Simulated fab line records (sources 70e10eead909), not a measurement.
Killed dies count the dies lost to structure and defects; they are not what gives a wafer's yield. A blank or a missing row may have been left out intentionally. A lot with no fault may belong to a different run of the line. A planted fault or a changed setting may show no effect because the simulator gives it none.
Commonality check across tools	flow nandHarc	Lots sampled 3, wafers sampled 9

== WHY IT WAS OPENED ==
At NHARC_END_SORT_01 the reading killedAtPeriphery is flagged on 3 of 3 lots. Wafers without a fault read 2.4, standard deviation 1.8.
Rule: a lot is flagged in two cases, either no wafer of it has a number, or all its wafers with numbers fall more than 4 standard deviations from that mean. All remaining lots are regarded as sound.

lot	measured	on	killedAtPeriphery, wafer by wafer	flag
L937	day 20 06:20	prober-02	52 39 77	FLAGGED
L939	day 20 15:52	prober-01	72 74 45	FLAGGED
L942	day 21 00:04	prober-01	36 71 85	FLAGGED
Average over the flagged lots: 61.2; offset from the usual +58.8, equal to +33 standard deviations.

== LOT BY LOT: THE TOOL USED ==
The record holds 3 process steps before the reading, out of a route of 1159 steps. Every cell lists first the tool, next ch and the chambers used by the sampled wafers, and last the start.
lot	flag	NHARC_P_GATE_PRECLEAN_97	NHARC_P_GATE_STRIP_111	NHARC_P_GATE_STRIP_76
L937	FLAGGED	wetBench-09 ch 0,2,3, day 6 03:41	plasmaAsher-01 ch 0,1, day 6 05:16	plasmaAsher-02 ch 0,1, day 6 07:07
L939	FLAGGED	wetBench-09 ch 0,1,3, day 6 19:55	plasmaAsher-02 ch 0,1, day 6 21:25	plasmaAsher-02 ch 0,1, day 6 23:23
L942	FLAGGED	wetBench-09 ch 0,2,7, day 7 00:54	plasmaAsher-01 ch 0,1, day 7 02:16	plasmaAsher-01 ch 0,1, day 7 04:20
What the steps here do:
- NHARC_P_GATE_PRECLEAN_97: cleans in SPM, time 600 s.
- NHARC_P_GATE_STRIP_111: strips in N2/H2, time 250 s.
- NHARC_P_GATE_STRIP_76: strips in O2.
- NHARC_END_SORT_01

== FLAGGED OVER TOTAL, TOOL BY TOOL (the gauges that took the reading come last) ==
step	tool	lots run	flagged	share of the flagged lots	sound lots run after its first flagged lot
NHARC_P_GATE_PRECLEAN_97	wetBench-09	3	3	all	0
NHARC_P_GATE_STRIP_111	plasmaAsher-01	2	2	some	0
NHARC_P_GATE_STRIP_111	plasmaAsher-02	1	1	some	0
NHARC_P_GATE_STRIP_76	plasmaAsher-01	1	1	some	0
NHARC_P_GATE_STRIP_76	plasmaAsher-02	2	2	some	0
NHARC_END_SORT_01	prober-01	2	2	some	0
NHARC_END_SORT_01	prober-02	1	1	some	0

== WHAT IS ALLOWED BY THE TABLE ==
In the table, 1 row covers all flagged lots: wetBench-09 at NHARC_P_GATE_PRECLEAN_97.
- wetBench-09 at NHARC_P_GATE_PRECLEAN_97: 3 of its 3 lots flagged. With no sound lot run before its first flagged lot in this sample, there is nothing to narrow down the start.
Left over: one tool, wetBench-09 at NHARC_P_GATE_PRECLEAN_97.

== WHAT HAD BEEN PUT IN BY THE SIMULATOR ==
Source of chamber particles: wetBench-09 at NHARC_P_GATE_PRECLEAN_97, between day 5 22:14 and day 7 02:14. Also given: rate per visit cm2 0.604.
Shown lots that were struck: L937, L939, L942. The rule above reached the same finding.
